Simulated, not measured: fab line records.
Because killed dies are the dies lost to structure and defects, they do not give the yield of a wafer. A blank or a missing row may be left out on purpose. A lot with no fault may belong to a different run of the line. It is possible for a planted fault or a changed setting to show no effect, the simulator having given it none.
One fault through the eyes of 2 desks    flow nand harc    each desk has only its own numbers; what lay behind them comes last

FOR THE TOOL OWNER'S DESK: pecvd onon-01
The tool's own readings at NHARC_A_ONON_D1_DEP_28 (target thk 1000 nm): means of the sampled wafers that have a number, for each lot that ran on this tool. The brackets show how far a lot's mean lies from the usual mean; more than 4 standard deviations puts the lot out of limits, marked OUT.
Columns: A = susceptor temp C at NHARC_A_ONON_D1_DEP_28, usual 399.96 C
lot   first seen here  A
L873  day 8 11:33      400.03
L874  day 8 18:39      399.71
L877  day 8 22:25      399.86
L878  day 9 21:38      400.01
L887  day 11 06:50     400.08
L885  day 11 07:14     399.85
L889  day 12 08:49     399.93
L892  day 12 16:28     400.02
This desk's finding: nothing out of limits on any of the 8 lots.

FROM THE METROLOGY DESK
What the gauges read, lot by lot, whatever tool the lot ran on: means of the sampled wafers that have a number. The brackets show how far a lot's mean lies from the usual mean; more than 4 standard deviations puts the lot out of limits, marked OUT.
Columns: A = thk nm at NHARC_A_ONON_D1_THK_MEAS_11, usual 1000 nm; B = thk nm at NHARC_A_ONON_D1_THK_MEAS_30, usual 1000 nm
lot   first seen here  A     B
L873  day 8 00:46      998   989
L875  day 8 00:49      1002  1010
L874  day 8 06:32      992   1010
L877  day 8 12:59      1002  992
L878  day 9 11:12      1003  1000
L880  day 9 11:25      1008  1000
L887  day 10 20:22     1003  1012
L884  day 10 20:22     991   990
L883  day 10 20:31     1022  987
L885  day 10 20:44     1016  999
L889  day 11 19:38     1007  988
L891  day 12 04:25     998   991
L892  day 12 04:26     993   969
L895  day 13 08:20     1007  999
This desk's finding: nothing out of limits on any of the 14 lots.

PUT TOGETHER
The desk of the tool owner found nothing out of limits.
Metrology desk: nothing out of limits seen.

WHAT THE SIMULATOR HAD PUT IN
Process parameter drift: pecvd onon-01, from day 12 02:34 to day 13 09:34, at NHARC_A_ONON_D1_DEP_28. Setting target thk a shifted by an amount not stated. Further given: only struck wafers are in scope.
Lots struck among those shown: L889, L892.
